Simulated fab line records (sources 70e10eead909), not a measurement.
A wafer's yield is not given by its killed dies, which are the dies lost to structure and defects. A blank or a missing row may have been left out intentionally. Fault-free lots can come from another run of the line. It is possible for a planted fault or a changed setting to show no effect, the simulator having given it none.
What tool caused it? + flow nand harc + 13 lots with 39 wafers sampled at 6 steps, on a route of 1302 steps

== WHAT THE GAUGES READ, wafer by wafer ==
NHARC_A_CONTACT_CD_MEAS_80. Usual: 289.1 nm for cd nm, sd 1.1.
| lot  | measured     | on        | cd nm (nm)        | flag |
|------|--------------|-----------|-------------------|------|
| L748 | day 23 02:57 | cd sem-02 | 289.9 289.3 289.3 |      |
| L752 | day 24 01:53 | cd sem-03 | 288.9 287.7 288.5 |      |
| L753 | day 24 05:33 | cd sem-01 | 287.7 288.2 288.1 |      |
| L755 | day 24 18:34 | cd sem-03 | 289.6 289.7 289.0 |      |
| L754 | day 24 20:21 | cd sem-01 | 287.0 287.3 287.7 |      |
| L756 | day 25 23:05 | cd sem-01 | 290.2 289.2 290.2 |      |
| L764 | day 29 16:37 | cd sem-02 | 288.6 289.5 288.0 |      |
| L766 | day 29 23:44 | cd sem-01 | 290.1 289.9 290.2 |      |
| L765 | day 30 01:38 | cd sem-02 | 288.6 288.3 288.2 |      |
| L767 | day 30 04:24 | cd sem-02 | 290.0 290.3 290.2 |      |
| L768 | day 30 06:29 | cd sem-01 | 289.3 290.0 289.1 |      |
| L771 | day 31 13:49 | cd sem-03 | 290.4 290.7 290.2 |      |
| L770 | day 32 08:17 | cd sem-01 | 287.3 286.7 287.4 |      |

NHARC_A_CONTACT_INSPECT_10. Usual: 83 for raw defect count, sd 32.
| lot  | measured     | on                | raw defect count | flag |
|------|--------------|-------------------|------------------|------|
| L748 | day 23 06:44 | defect inspect-02 | 80 97 109        |      |
| L752 | day 24 11:16 | defect inspect-02 | 59 55 70         |      |
| L753 | day 24 15:11 | defect inspect-02 | 125 123 109      |      |
| L755 | day 24 22:06 | defect inspect-02 | 447 434 411      | OFF  |
| L754 | day 24 23:53 | defect inspect-02 | 518 491 460      | OFF  |
| L756 | day 26 03:37 | defect inspect-02 | 79 98 75         |      |
| L764 | day 29 20:13 | defect inspect-02 | 100 100 127      |      |
| L766 | day 30 03:08 | defect inspect-02 | 148 141 150      |      |
| L765 | day 30 05:10 | defect inspect-02 | 35 42 28         |      |
| L767 | day 30 07:58 | defect inspect-01 | 69 78 73         |      |
| L768 | day 30 12:03 | defect inspect-01 | 93 72 83         |      |
| L771 | day 32 00:37 | defect inspect-01 | 131 157 140      |      |
| L770 | day 32 11:50 | defect inspect-01 | 100 84 83        |      |

NHARC_END_SORT_01. Usual: killed at array 57, standard deviation 18; killed at other 0.8, standard deviation 1; killed at periphery 3.9, standard deviation 2.8; killed dies 62, standard deviation 18; killed open 3.4, standard deviation 1.8; killed short 2.2, standard deviation 1.6.
| lot  | measured     | on        | killed at array | killed at other | killed at periphery | killed dies | killed open | killed short | flag |
|------|--------------|-----------|-----------------|-----------------|---------------------|-------------|-------------|--------------|------|
| L755 | day 26 23:14 | prober-01 | 97 97 105       | 2 1 1           | 0 5 2               | 99 103 108  | 4 2 3       | 0 1 1        |      |
| L754 | day 27 08:34 | prober-01 | 119 143 133     | 2 0 0           | 2 1 2               | 123 144 135 | 1 3 4       | 3 0 0        | OFF  |

== EACH LOT AND THE TOOL THAT RAN IT (in order: tool; ch and the chambers of the sampled wafers; start) ==
| lot  | NHARC_A_CONTACT_ETCH_131             | NHARC_A_CONTACT_DEP_84        | NHARC_A_CONTACT_ETCH_138             |
|------|--------------------------------------|-------------------------------|--------------------------------------|
| L748 | har cap etch-02 ch 0, day 23 01:36   | acl dep-02 ch 0, day 23 04:08 | har cap etch-01 ch 0,1, day 23 09:08 |
| L752 | har cap etch-02 ch 0,1, day 24 00:37 | acl dep-03 ch 0, day 24 09:08 | har cap etch-03 ch 0,1, day 24 13:33 |
| L753 | har cap etch-02 ch 0,1, day 24 04:09 | acl dep-01 ch 0, day 24 12:52 | har cap etch-02 ch 0,1, day 24 17:25 |
| L755 | har cap etch-01 ch 0,1, day 24 17:13 | acl dep-03 ch 0, day 24 19:48 | har cap etch-02 ch 0,1, day 25 00:18 |
| L754 | har cap etch-03 ch 0,1, day 24 19:04 | acl dep-03 ch 0, day 24 22:10 | har cap etch-01 ch 0,1, day 25 02:10 |
| L756 | har cap etch-02 ch 0,1, day 25 21:29 | acl dep-02 ch 0, day 26 01:08 | har cap etch-02 ch 0,1, day 26 05:49 |
| L764 | har cap etch-01 ch 0,1, day 29 15:13 | acl dep-01 ch 0, day 29 17:40 | har cap etch-02 ch 1, day 29 22:40   |
| L766 | har cap etch-01 ch 0,1, day 29 22:23 | acl dep-01 ch 0, day 30 00:41 | har cap etch-03 ch 0,1, day 30 05:46 |
| L765 | har cap etch-03 ch 0,1, day 30 00:02 | acl dep-03 ch 0, day 30 02:35 | har cap etch-02 ch 0,1, day 30 07:22 |
| L767 | har cap etch-02 ch 0,1, day 30 03:01 | acl dep-02 ch 0, day 30 05:21 | har cap etch-01 ch 0,1, day 30 10:12 |
| L768 | har cap etch-01 ch 0,1, day 30 05:08 | acl dep-02 ch 0, day 30 09:33 | har cap etch-03 ch 0,1, day 30 14:35 |
| L771 | har cap etch-02 ch 0,1, day 31 12:29 | acl dep-03 ch 0, day 31 22:25 | har cap etch-02 ch 0,1, day 32 03:02 |
| L770 | har cap etch-01 ch 0,1, day 32 06:43 | acl dep-03 ch 0, day 32 09:22 | har cap etch-01 ch 0,1, day 32 14:13 |
- NHARC_A_CONTACT_ETCH_131: etches the open film in C4F8/O2/Ar, time 197 s, target depth 1918 nm.
- NHARC_A_CONTACT_DEP_84: deposits aC, target thk 2800 nm.
- NHARC_A_CONTACT_ETCH_138: etches the open film in C4F8/O2/Ar, time 311 s, target depth 1914 nm.

== AS READ BY THE TOOLS THEMSELVES (means over the sampled wafers that have a number; for cases with no such wafer, the mark the record gives instead) ==
NHARC_A_CONTACT_DEP_84. Usual: susceptor temp C 399.98 C, standard deviation 0.2; throttle valve pct 34.999 %, standard deviation 0.0085.
| lot  | tool       | susceptor temp C (C) | throttle valve pct (%) | flag |
|------|------------|----------------------|------------------------|------|
| L748 | acl dep-02 | 399.86               | 34.993                 |      |
| L752 | acl dep-03 | 400.41               | 35.005                 |      |
| L753 | acl dep-01 | 399.87               | 34.997                 |      |
| L755 | acl dep-03 | 400.04               | 34.991                 |      |
| L754 | acl dep-03 | 400.02               | 34.999                 |      |
| L756 | acl dep-02 | 400.04               | 35.000                 |      |
| L764 | acl dep-01 | 399.87               | 34.998                 |      |
| L766 | acl dep-01 | -                    | 34.994                 | OFF  |
| L765 | acl dep-03 | -                    | 35.002                 | OFF  |
| L767 | acl dep-02 | 399.78               | 34.996                 |      |
| L768 | acl dep-02 | 399.89               | 34.997                 |      |
| L771 | acl dep-03 | 400.11               | 35.001                 |      |
| L770 | acl dep-03 | -                    | 34.999                 | OFF  |

== THE ANSWER, worked out from the rows above alone ==
Rule: lot off if the mean of its wafers having a number is beyond 3 standard deviations from the usual mean. Also off: a lot with no number at a reading for which 4 or more lots have one. Any other lot the step has rows for is counted as sound. First the gauges in route order, then the tools' own readings, where a lot's mean is used as printed above. At the first step where some lot is off, the reading lying furthest off is the one used; lots without a number count as furthest.
Off: L755, L754 (NHARC_A_CONTACT_INSPECT_10, raw defect count).
If a tool, at a process step before that reading, ran all the lots that are off and no sound lot after the first of them, it fits. The gauges at NHARC_A_CONTACT_INSPECT_10 are tried like those tools. None of those tried fits.

== WHAT THE SIMULATOR HAD PUT IN ==
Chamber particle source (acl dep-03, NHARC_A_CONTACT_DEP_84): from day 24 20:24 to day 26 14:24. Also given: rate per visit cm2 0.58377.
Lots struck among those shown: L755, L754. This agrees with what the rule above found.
